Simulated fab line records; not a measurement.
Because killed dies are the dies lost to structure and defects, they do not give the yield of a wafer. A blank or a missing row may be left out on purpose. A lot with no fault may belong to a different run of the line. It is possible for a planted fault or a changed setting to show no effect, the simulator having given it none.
A struck lot beside a sound one || flow n5Finfet || 38 out of 1938 route steps
Sound: wafers L352.1, L352.3, L352.5. Struck: wafer L360.2; the same lot's L360.5 was not struck, so it is left out; see the end for the cause.
At each step with rows: each side's tool, then ch and its chambers, then its first start. Under that, the readings that differ: sound wafers || struck wafers || difference of the means || sigmas: that difference in standard deviations of wafers without a fault.
alike: readings whose means differ by less than 2 such deviations, and words and numbers that are the same on both sides. not compared: withheld readings, readings that some wafer has no value for, bounds like >300 that may hide the same value, and numbers for which the record gives no deviation and whose values overlap.
Wherever a step has rows on one side only, a row that says differs or no value, or a row with sigmas, the two part there. Numbers that have no deviation but don't overlap get no sigmas and don't part them. A reading that every wafer of one side lacks parts them only if that side has two wafers or more.

first, 8 steps without rows for these wafers: N5_MOL_CONTACT_COAG_SRD_139 (time 30 s); N5_MOL_CONTACT_COAG_PRE_CLEAN_121; N5_MOL_CONTACT_COAG_CVD_140 (deposits W, target thk 66.5 nm, time 215 s); N5_MOL_CONTACT_COAG_PRECLEAN_127 (cleans in DIW, time 57.5 s); N5_MOL_CONTACT_COAG_SRD_128 (dry time 32 s); N5_MOL_CONTACT_COAG_CMP_52 (polishes, stops on SiO2, t overpolish 1.5 s, target thk 66.5 nm); N5_MOL_CONTACT_COAG_ANNEAL_112 (time 1800 s); N5_BEOL_M0_SAQP_PECVD_00 (deposits SiCN from 3MS/NH3, target thk 8 nm, time 14 s).
N5_BEOL_M0_SAQP_ILD_DEP_01: deposits SiOC from DEMS/O2, target thk 45.419 nm, time 8.7 s.
  sound on pecvd-01 ch 0,1,2, day 9 06:10; struck on pecvd-01 ch 2, day 11 03:44
{"reading": "model.SiOC_of_BEOL_M0_SAQP_ILD_DEP_01.thkNm (nm)", "sound": "45 45.2 45.8", "struck": 33.6, "difference": -11.7, "sigmas": ""}
  alike: heaterPowerW, showerheadPlenumPTorr, throttleValvePct
then, 25 steps without rows for these wafers: N5_BEOL_M0_SAQP_HM_DEP_02 (deposits TiN, target thk 12 nm); N5_BEOL_M0_SAQP_PECVD_03 (deposits SiCN from 3MS/NH3, target thk 12 nm, time 21.1 s); N5_BEOL_M0_SAQP_PECVD_96 (deposits a-Si from SiH4/He, target thk 45 nm, time 45.2 s); N5_BEOL_M0_SAQP_PECVD_97 (deposits SiNx from SiH4/NH3/N2, target thk 23 nm, time 19.9 s); N5_BEOL_M0_SAQP_PECVD_04 (deposits a-Si from SiH4/He, target thk 60 nm, time 60.2 s); N5_BEOL_M0_SAQP_HM_DEP_111 (deposits SiO2 from SiH4/N2O, target thk 12 nm, time 7.2 s); N5_BEOL_M0_SAQP_COAT_81 (time 60 s, resist thk 100 nm); N5_BEOL_M0_SAQP_COAT_82 (time 60 s, resist thk 30 nm); N5_BEOL_M0_SAQP_COAT_08 (resist thk 90 nm); N5_BEOL_M0_SAQP_EBR_10; N5_BEOL_M0_SAQP_SOFTBAKE_09 (time 60 s); N5_BEOL_M0_SAQP_EXPOSE_11 (exposes mask M0 CORE, target cd 42 nm); N5_BEOL_M0_SAQP_PEB_12 (peb time 60 s); N5_BEOL_M0_SAQP_DEVELOP_13 (develop time 30 s); N5_BEOL_M0_SAQP_DESCUM_19 (chemistry O2, time 7.9 s); N5_BEOL_M0_SAQP_ETCH_83 (etches SiARC in CF4, target depth 39 nm, time 65 s); N5_BEOL_M0_SAQP_ETCH_84 (etches SOC in N2/H2, target depth 100 nm, overetch 20 nm, time 150 s); N5_BEOL_M0_SAQP_STRIP_80 (strips in N2/H2); N5_BEOL_M0_SAQP_HM_OPEN_112 (chemistry CHF3/O2, target SiO2, stops on a-Si, target depth 12 nm, time 13.5 s); N5_BEOL_M0_SAQP_STRIP_113 (strips in CHF3/O2); N5_BEOL_M0_SAQP_MANDREL_ETCH_20 (etches a-Si in HBr/Cl2, stops on SiNx, target depth 60 nm, bt time 10 s, time 30 s); N5_BEOL_M0_SAQP_STRIP_86 (strips in N2/H2); N5_BEOL_M0_SAQP_STRIP_115 (strips in post etch residue remover, time 60 s); N5_BEOL_M0_SAQP_SRD_93 (time 30 s); N5_BEOL_M0_SAQP_RECESS_114 (chemistry HF/NH3, target SiO2, target depth 14.4 nm, afs cycles 3, sublimation time 60 s).
N5_BEOL_M0_CMP_120: polishes, stops on SiOC, t overpolish 6.9 s.
  sound on cmp-01 ch 0,2, day 9 19:01; struck on cmp-03 ch 0, day 11 17:57
{"reading": "model.SiOC_of_BEOL_M0_SAQP_ILD_DEP_01.thkNm (nm)", "sound": "38.8 39 39.6", "struck": 27.6, "difference": -11.5, "sigmas": ""}
  alike: barrierFieldEndpointS, edgeZonePressureFrac, motorCurrentA, overpolishRunS, timeToEndpointS
N5_BEOL_M0_RS_MEAS_126: measurement is done with a four-point probe.
  sound on filmMetro-02, day 9 19:31; struck on filmMetro-01, day 11 18:30
{"reading": "M0_RS (ohm/sq)", "sound": "0.583 0.548 0.548", "struck": 0.772, "difference": "+0.212", "sigmas": "+11"}
-- record jumps: 3 days separate the struck wafers' starts on either side; left off in module BEOL_M0, taken up again in module BEOL_M4, whose first shown step is the route's number 1111 --
N5_BEOL_M4_RC_MEAS_101:
  sound on prober-02 ch 0, day 12 07:25; struck on prober-01 ch 0, day 15 03:43
  alike: DIBL_N, DIBL_P, IOFF_N, IOFF_P, ION_N, ION_P, SS_N, SS_P, VT_N, VT_P
N5_PASSIVATION_PROBE_49:
  rows exist in the record for the sound wafers here (prober-02, day 16 20:12), none for the struck ones

## WHERE THEY PART
First at N5_BEOL_M0_RS_MEAS_126; last, within this record, at N5_PASSIVATION_PROBE_49.

WHY: whatever the simulator had introduced
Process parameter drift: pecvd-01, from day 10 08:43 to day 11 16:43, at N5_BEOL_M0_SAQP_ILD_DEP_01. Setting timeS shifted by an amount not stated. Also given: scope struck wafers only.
